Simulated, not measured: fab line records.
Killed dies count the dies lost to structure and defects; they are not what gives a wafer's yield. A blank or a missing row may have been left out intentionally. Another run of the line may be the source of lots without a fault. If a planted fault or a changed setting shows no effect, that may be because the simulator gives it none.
Chamber matching / flow n5_finfet / 3 sister chambers for N5_BEOL_M0_SAQP_PECVD_97 on pecvd-03
The step deposits SiNx from SiH4/NH3/N2, target thk 23 nm, time 19.9 s. 3 wafers are shown with their chamber, then 8 later ones without.

== EACH WAFER AND ITS CHAMBER ==
wafer=L341.4; chamber=2; throttle_valve_pct (%)=39.4
wafer=L345.5; chamber=0; throttle_valve_pct (%)=39.5
wafer=L345.6; chamber=1; throttle_valve_pct (%)=36.7

== WAFERS WITH NO CHAMBER GIVEN ==
wafer=L352.3; throttle_valve_pct (%)=39.3
wafer=L352.4; throttle_valve_pct (%)=36.9
wafer=L352.5; throttle_valve_pct (%)=39.4
wafer=L354.1; throttle_valve_pct (%)=39.6
wafer=L354.4; throttle_valve_pct (%)=39.5
wafer=L354.5; throttle_valve_pct (%)=39.5
wafer=L355.5; throttle_valve_pct (%)=39.7
wafer=L355.6; throttle_valve_pct (%)=34.5

== WHICH CHAMBER EACH WENT THROUGH ==
wafer=L352.3; from the rows above=can't be placed: 2 or 0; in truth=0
wafer=L352.4; from the rows above=1; in truth=1
wafer=L352.5; from the rows above=can't be placed: 2 or 0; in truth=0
wafer=L354.1; from the rows above=can't be placed: 0 or 2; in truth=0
wafer=L354.4; from the rows above=can't be placed: 0 or 2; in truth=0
wafer=L354.5; from the rows above=can't be placed: 0 or 2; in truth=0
wafer=L355.5; from the rows above=can't be placed: 0 or 2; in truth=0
wafer=L355.6; from the rows above=1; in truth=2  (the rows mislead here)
Correct placement for 1 of the 8. Unplaceable from these rows: 6, with the true chamber sitting among the candidates in 6. 1 placed wrongly.
How it was worked out, from the rows above alone: a wafer's distance from a chamber is the root of the sum, over the readings, of the square of ((its reading less the chamber's mean) divided by the reading's scatter). The wafer belongs to the nearest chamber; if the next one is less than 2 further off, it can't be placed. A chamber's mean is the mean of its shown wafers. The scatter: root of mean squared gap, hidden wafer to nearest shown wafer, with one shown wafer a chamber.
